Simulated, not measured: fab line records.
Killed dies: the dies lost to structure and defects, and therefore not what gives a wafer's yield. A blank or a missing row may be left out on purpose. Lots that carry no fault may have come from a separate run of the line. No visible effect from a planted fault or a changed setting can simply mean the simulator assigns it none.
2 desks looking at one fault + flow n5_finfet + numbers are kept per desk, each desk with only its own; the story behind them comes last

METROLOGY DESK
Lot by lot, what the gauges showed, no matter which tool ran the lot: averages of those sampled wafers that carry a number. Any lot whose mean is over 4 standard deviations away from the usual mean is out of limits and marked OUT; that distance is given in the brackets.
Columns: A = cd_nm at N5_BEOL_M7_CD_MEAS_18, usual 40.0 nm; B = V6_OVL at N5_BEOL_M7_OVL_MEAS_29, usual -0.1 nm; C = trench_depth_nm at N5_BEOL_M7_OCD_MEAS_38, usual 93.1 nm; D = M7_THK at N5_BEOL_M7_THK_MEAS_53, usual 79.8 nm; E = M7_RS at N5_BEOL_M7_RS_MEAS_57, usual 0.287 ohm/sq
| lot  | first seen here | A    | B    | C               | D    | E                |
|------|-----------------|------|------|-----------------|------|------------------|
| L714 | day 9 14:09     | 40.5 | -0.1 | 93.5            | 80.0 | 0.287            |
| L718 | day 10 17:00    | 39.9 | 0.9  | 93.1            | 79.3 | 0.287            |
| L721 | day 11 01:48    | 39.9 | -0.4 | 92.3            | 78.3 | 0.294            |
| L729 | day 13 13:14    | 40.1 | -1.1 | 88.1 (-5.6) OUT | 75.2 | 0.309 (+4.0) OUT |
| L731 | day 13 13:25    | 39.4 | -0.8 | 89.0 (-4.6) OUT | 74.9 | 0.308            |
| L730 | day 13 18:37    | 40.3 | 0.4  | 89.1 (-4.6) OUT | 76.0 | 0.300            |
| L732 | day 13 18:44    | 40.2 | -0.5 | 92.4            | 78.3 | 0.290            |
| L735 | day 14 14:21    | 39.5 | -0.2 | 93.7            | 81.5 | 0.283            |
| L733 | day 14 18:02    | 40.2 | 0.5  | 93.5            | 81.4 | 0.283            |
This desk's verdict: out of limits on L729, L730, L731, starting with L731 at day 13 14:58 (trench_depth_nm at N5_BEOL_M7_OCD_MEAS_38). Within limits: L714, L718, L721, L732, L735, L733.

FOR THE TOOL OWNER'S DESK: rie_diel-02
The tool's own readings at N5_BEOL_M7_TRENCH_ETCH_37 (etches SiCOH lowk in C4F6/O2, target depth 93.478 nm, time 31.2 s): means of the sampled wafers that have a number, for each lot that ran on this tool. Any lot whose mean is over 4 standard deviations away from the usual mean is out of limits and marked OUT; that distance is given in the brackets. Of its 8 readings 7 are shown: the one that was out of limits first, and those that lie furthest out on some lot.
Columns: A = bias_w at N5_BEOL_M7_TRENCH_ETCH_37, usual 185.1 W; B = oes_f_703_au at N5_BEOL_M7_TRENCH_ETCH_37, usual 0.77 a.u.; C = oes_product_au at N5_BEOL_M7_TRENCH_ETCH_37, usual 0.76 a.u.; D = rf_fwd_power_W at N5_BEOL_M7_TRENCH_ETCH_37, usual 340.2 W; E = rf_vpp_V at N5_BEOL_M7_TRENCH_ETCH_37, usual 664 V; F = showerhead_plenum_p_Torr at N5_BEOL_M7_TRENCH_ETCH_37, usual 2.82 Torr; G = throttle_valve_pct at N5_BEOL_M7_TRENCH_ETCH_37, usual 20.84 %
| lot  | first seen here | A               | B    | C    | D     | E              | F    | G     |
|------|-----------------|-----------------|------|------|-------|----------------|------|-------|
| L714 | day 9 15:52     | 185.7           | 0.77 | 0.76 | 340.9 | 666            | 2.81 | 20.86 |
| L718 | day 10 18:43    | 185.3           | 0.78 | 0.78 | 340.9 | 667            | 2.86 | 20.78 |
| L721 | day 11 04:14    | 184.7           | 0.78 | 0.77 | 340.9 | 663            | 2.81 | 20.74 |
| L731 | day 13 14:49    | 163.3 (-40) OUT | 0.74 | 0.72 | 342.0 | 604 (-9.8) OUT | 2.80 | 20.89 |
| L729 | day 13 15:13    | 163.9 (-39) OUT | 0.73 | 0.71 | 341.5 | 601 (-10) OUT  | 2.75 | 20.84 |
| L730 | day 13 19:23    | 163.7 (-39) OUT | 0.76 | 0.74 | 342.0 | 601 (-10) OUT  | 2.80 | 20.75 |
This desk's verdict: out of limits on L729, L730, L731, starting with L731 at day 13 14:49 (bias_w at N5_BEOL_M7_TRENCH_ETCH_37). Within limits: L714, L718, L721.

BROUGHT TOGETHER
On L729, L730, L731, at day 13 14:49, an alarm was possible from the tool owner's desk.
L729, L730, L731 would have let the metrology desk raise an alarm at day 13 14:58.
All the named lots went through N5_BEOL_M7_TRENCH_ETCH_37 on rie_diel-02.

WHAT HAD BEEN PUT IN BY THE SIMULATOR
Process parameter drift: rie_diel-02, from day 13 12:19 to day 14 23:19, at N5_BEOL_M7_TRENCH_ETCH_37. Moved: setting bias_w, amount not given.
Shown lots that were struck: L729, L730, L731.
Counting hours from when the fault started, the first reading out of limits came at 2 for the tool owner's desk and at 3 for the metrology desk.
